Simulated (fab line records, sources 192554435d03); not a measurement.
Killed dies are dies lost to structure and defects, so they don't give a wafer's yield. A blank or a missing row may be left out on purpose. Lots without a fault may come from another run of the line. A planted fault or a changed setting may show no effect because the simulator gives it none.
Split-lot experiment | flow n5_finfet | 7 lots, 21 wafers read, on a route of 1938 steps

THE SPLIT
At N5_PASSIVATION_PECVD_53 (deposits SiO2 from TEOS/O2, target thk 800 nm, time 169.4 s), the setting time_s was moved away from the recipe's 169.4 s on 3 of the 21 wafers read, by -13.5% to -4.4%. The other wafers ran this setting at the recipe's value.

The reading is taken at the split's own step.

THE READING
SiO2_of_PASSIVATION_PECVD_53.thk_nm (the simulator's own value, which no gauge read), in nm, at N5_PASSIVATION_PECVD_53 (deposits SiO2 from TEOS/O2, target thk 800 nm, time 169.4 s). The file gives no usual value for it. The 18 wafers here that ran the recipe average 799.0 nm, standard deviation 10 nm.

wafer  | tool, chamber at the split | time_s as run, s | against the recipe | SiO2_of_PASSIVATION_PECVD_53.thk_nm, nm | against lot-mates on the recipe
L077.3 | pecvd-01, 1                | 169.4            | recipe             | 782.2                                   | -
L077.4 | pecvd-01, 1                | 147.8            | -12.8%             | 689.8                                   | -96.0
L077.5 | pecvd-01, 2                | 169.4            | recipe             | 789.4                                   | -
L079.3 | pecvd-01, 0                | 169.4            | recipe             | 794                                     | -
L079.4 | pecvd-01, 0                | 169.4            | recipe             | 796.8                                   | -
L079.6 | pecvd-01, 2                | 169.4            | recipe             | 801.2                                   | -
L083.2 | pecvd-03, 1                | 169.4            | recipe             | 795.4                                   | -
L083.3 | pecvd-03, 0                | 169.4            | recipe             | 803.4                                   | -
L083.6 | pecvd-03, 1                | 169.4            | recipe             | 802                                     | -
L080.2 | pecvd-03, 1                | 162              | -4.4%              | 759.4                                   | -60.0
L080.3 | pecvd-03, 0                | 169.4            | recipe             | 810                                     | -
L080.6 | pecvd-03, 2                | 169.4            | recipe             | 828.8                                   | -
L087.3 | pecvd-03, 0                | 169.4            | recipe             | 796.8                                   | -
L087.4 | pecvd-03, 1                | 169.4            | recipe             | 789.2                                   | -
L087.5 | pecvd-03, 0                | 169.4            | recipe             | 802.2                                   | -
L090.2 | pecvd-01, 1                | 169.4            | recipe             | 791                                     | -
L090.4 | pecvd-01, 0                | 146.6            | -13.5%             | 707.4                                   | -89.7
L090.6 | pecvd-01, 2                | 169.4            | recipe             | 803.2                                   | -
L094.2 | pecvd-03, 0                | 169.4            | recipe             | 788                                     | -
L094.4 | pecvd-03, 1                | 169.4            | recipe             | 807.2                                   | -
L094.6 | pecvd-03, 0                | 169.4            | recipe             | 800.6                                   | -

THE FIT
A straight line over all 21 wafers: SiO2_of_PASSIVATION_PECVD_53.thk_nm changes by +7.69 nm for each +1% of time_s; r = +0.95; the points scatter about the line by 11 nm.
The same after taking each lot's own level away (the mean of its wafers on the recipe; 21 wafers): +7.34 nm for each +1%; r = +0.96; scatter 8.8 nm.
On that fit, the largest move of time_s shifts the reading by 99 nm.
The lots' own levels span 785.80 to 819.40 nm, that is 3.3 times the standard deviation above.
So the lot-to-lot level changes the slope little: the two slopes agree.
Check: with one of the wafers moved furthest among these (-13.5%) left out of the fit, the line predicts -110 nm for it against its lot-mates. It came out at -89.7 nm against them.

OTHER SPLITS ON THESE WAFERS
These wafers also went through other splits before the reading. Each is held against what the fit with the lots' levels taken away leaves over:
other split on the same wafers    | wafers away from the commonest value | r with SiO2_of_PASSIVATION_PECVD_53.thk_nm (lot level and that fit taken away)
N5_BEOL_M11_TRENCH_ETCH_37 time_s | 7                                    | +0.12
N5_BEOL_M12_COAT_65 spin_rpm      | 9                                    | +0.00

THE FILE'S OWN FIT
SiO2_of_PASSIVATION_PECVD_53.thk_nm changes by +7.42 nm for each +1% of time_s, r = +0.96.
